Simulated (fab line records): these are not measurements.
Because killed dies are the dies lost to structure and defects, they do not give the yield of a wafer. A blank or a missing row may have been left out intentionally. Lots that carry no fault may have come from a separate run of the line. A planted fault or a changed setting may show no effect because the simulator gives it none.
2 desks, one fault	flow n5_finfet	what lay behind the numbers comes last; until then each desk has only its own

== AT THE TOOL OWNER'S DESK: pecvd-03 ==
The tool's own readings at N5_BEOL_M6_ILD_DEP_00 (deposits SiCOH lowk from DEMS/porogen, target thk 179.75 nm, time 33.4 s): means of the sampled wafers that have a number, for each lot that ran on this tool. Any lot whose mean is over 4 standard deviations away from the usual mean is out of limits and marked OUT; that distance is given in the brackets.
Columns: A = heater_power_w at N5_BEOL_M6_ILD_DEP_00, usual 295 W; B = showerhead_plenum_p_Torr at N5_BEOL_M6_ILD_DEP_00, usual 5.740 Torr; C = showerhead_vpp_V at N5_BEOL_M6_ILD_DEP_00, usual 1395 V; D = throttle_valve_pct at N5_BEOL_M6_ILD_DEP_00, usual 14.1 %
lot	first seen here	A	B	C	D
L120	day 9 02:14	298	5.738	1442	14.1
L128	day 11 12:59	318	5.741	1361	13.0
L127	day 11 18:14	284	5.746	1431	13.9
This desk's verdict: no lot among the 3 shows anything out of limits.

== THE METROLOGY DESK ==
What the gauges read for every lot (on any tool): the sampled wafers with a number, averaged. Any lot whose mean is over 4 standard deviations away from the usual mean is out of limits and marked OUT; that distance is given in the brackets.
Columns: A = M6_ILD_THK at N5_BEOL_M6_THK_MEAS_01, usual 155.0 nm
lot	first seen here	A
L120	day 9 02:47	155.6
L128	day 11 13:33	158.2
L127	day 11 18:49	158.9
L140	day 14 09:48	156.1
This desk's verdict: no lot among the 4 shows anything out of limits.

== BROUGHT TOGETHER ==
The desk of the tool owner found nothing out of limits.
From the metrology desk's view, nothing was out of limits.

== WHAT THE SIMULATOR PUT IN ==
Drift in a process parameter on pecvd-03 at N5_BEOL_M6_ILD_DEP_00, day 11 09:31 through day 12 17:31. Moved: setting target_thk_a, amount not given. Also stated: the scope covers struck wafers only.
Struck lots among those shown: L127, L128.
